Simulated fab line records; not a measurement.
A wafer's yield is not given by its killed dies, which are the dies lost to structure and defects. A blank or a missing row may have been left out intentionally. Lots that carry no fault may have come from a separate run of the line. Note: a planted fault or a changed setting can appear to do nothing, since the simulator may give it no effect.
Matching of chambers -- flow n5_finfet -- 3 sister chambers for N5_BEOL_M10_CURE_71 on uv_cure-03
The step cures SiCOH lowk, time 240 s. 18 wafers are shown with their chamber, then 9 later ones without.

== WAFERS WITH THEIR CHAMBER ==
wafer,chamber,wafer_temp_C_max,lamp_power_pct (%)
L074.2,0,387.9,52.41
L074.3,0,386.5,52.34
L074.5,0,386.9,52.34
L075.3,0,387.1,52.38
L075.4,0,387.5,52.27
L075.6,0,387.0,52.30
L077.1,2,386.3,52.30
L077.3,2,386.6,52.24
L077.4,2,386.0,52.28
L081.1,1,385.6,52.22
L081.2,1,385.6,52.35
L081.3,1,385.5,52.34
L088.3,0,387.1,52.23
L088.4,0,388.1,52.31
L088.6,0,387.2,52.35
L087.2,0,387.2,52.29
L087.3,0,387.9,52.26
L087.4,0,388.2,52.27

SIGNATURES (means of the wafers above)
reading,chamber 0,chamber 1,chamber 2,scatter within a chamber
wafer_temp_C_max,387.383,385.567,386.300,0.469
lamp_power_pct,52.3125,52.3033,52.2733,0.0536
Rule: for a wafer and a chamber, the distance is found by dividing, reading by reading, the gap between the wafer's reading and the chamber's mean by the reading's scatter, squaring, summing and taking the root. If the next closest chamber is less than 2 further off than the closest, the wafer can't be placed; otherwise it belongs to the closest. The scatter: take each reading less its chamber's mean, square it, sum over the shown wafers, divide by the number of wafers less the number of chambers, and take the root.

== WAFERS WITHOUT THEIR CHAMBER ==
wafer,wafer_temp_C_max,lamp_power_pct (%)
L091.1,386.2,52.35
L091.2,385.7,52.37
L091.5,386.3,52.28
L095.1,386.5,52.31
L095.2,386.5,52.32
L095.3,386.4,52.29
L096.2,385.6,52.22
L096.3,385.6,52.29
L096.4,386.3,52.44

== WHICH CHAMBER EACH ONE RAN IN ==
wafer,from the rows above,in truth
L091.1,can't be placed: 2 or 1 or 0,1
L091.2,can't be placed: 1 or 2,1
L091.5,can't be placed: 2 or 1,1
L095.1,can't be placed: 2 or 0 or 1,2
L095.2,can't be placed: 2 or 0 or 1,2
L095.3,can't be placed: 2 or 1 or 0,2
L096.2,can't be placed: 1 or 2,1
L096.3,can't be placed: 1 or 2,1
L096.4,can't be placed: 1 or 2 or 0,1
0 of 9 placed correctly. Can't be placed from these rows: 9 (the true chamber is among the candidates in 9). Number placed wrongly: 0.
